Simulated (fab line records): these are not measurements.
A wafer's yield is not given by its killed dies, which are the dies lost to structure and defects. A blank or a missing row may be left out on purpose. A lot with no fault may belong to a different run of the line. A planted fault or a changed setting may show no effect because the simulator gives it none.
A lot that was struck, set against a sound lot -- flow nand-harc -- 14 steps out of a route of 1159
Sound: wafers L938.2, L938.5, L938.6. Struck: wafers L935.1, L935.3, L935.4. Last of all comes the cause.
At each step with rows: each side's tool, then ch and its chambers, then its first start. Under that, the readings that differ: sound wafers -- struck wafers -- difference of the means -- sigmas: that difference in standard deviations of wafers without a fault.
alike: same words and numbers on both sides, and readings whose means sit less than 2 such deviations apart. not compared: any withheld reading, any reading some wafer has no value for, any bound like >300 that may hide the same value, and any number with overlapping values for which the record gives no deviation.
Wherever a step has rows on one side only, a row that says differs or no value, or a row with sigmas, the two part there. Non-overlapping numbers with no deviation appear without sigmas and do not part them. Lack of a reading on every wafer of one side parts them only where that side has two or more wafers.

first, 4 steps without rows for these wafers: NHARC_P_GATE_PRECLEAN_71 (cleans in SC1); NHARC_P_GATE_SRD_72; NHARC_P_GATE_OXIDE_16 (material SiO2, target thk 3 nm, ox time 392 s); NHARC_P_GATE_CVD_17 (deposits poly-Si, target thk 150 nm, time 900 s).
NHARC_P_GATE_HM_DEP_102: deposits aC, target thk 120 nm.
  sound on acl-dep-03 ch 0, day 8 22:50; struck on acl-dep-03 ch 0, day 8 00:10
  alike: throttle-valve-pct
NHARC_P_GATE_DEP_103: deposits SiON, target thk 30 nm.
  sound on pecvd-04 ch 1,2, day 8 23:27; struck on pecvd-04 ch 0,1, day 8 00:50
  alike: heater-power-w
then, 6 steps without rows for these wafers: NHARC_P_GATE_DEHYDRATE_18 (time 120 s); NHARC_P_GATE_HMDS_19 (time 30 s); NHARC_P_GATE_COAT_20 (resist thk 90 nm); NHARC_P_GATE_SOFTBAKE_21 (time 55 s); NHARC_P_GATE_EBR_22; NHARC_P_GATE_EXPOSE_23 (exposes mask P GATE, target cd 120 nm).
NHARC_P_GATE_PEB_24: peb time 65 s.
  struck on litho-track-06, day 8 01:26; sound on litho-track-06 ch 0, day 9 00:01
  no value came back on the struck wafers for chill-plate-temp-C (C), exhaust-pa (Pa); on the sound wafers chill-plate-temp-C (C) reads 22.91 22.89 22.94
then, 1 step without rows for these wafers: NHARC_P_GATE_DEVELOP_25 (develop time 35 s).

== WHERE THEY PART ==
Within this record, at NHARC_P_GATE_PEB_24 only.

WHY: what the simulator had put in
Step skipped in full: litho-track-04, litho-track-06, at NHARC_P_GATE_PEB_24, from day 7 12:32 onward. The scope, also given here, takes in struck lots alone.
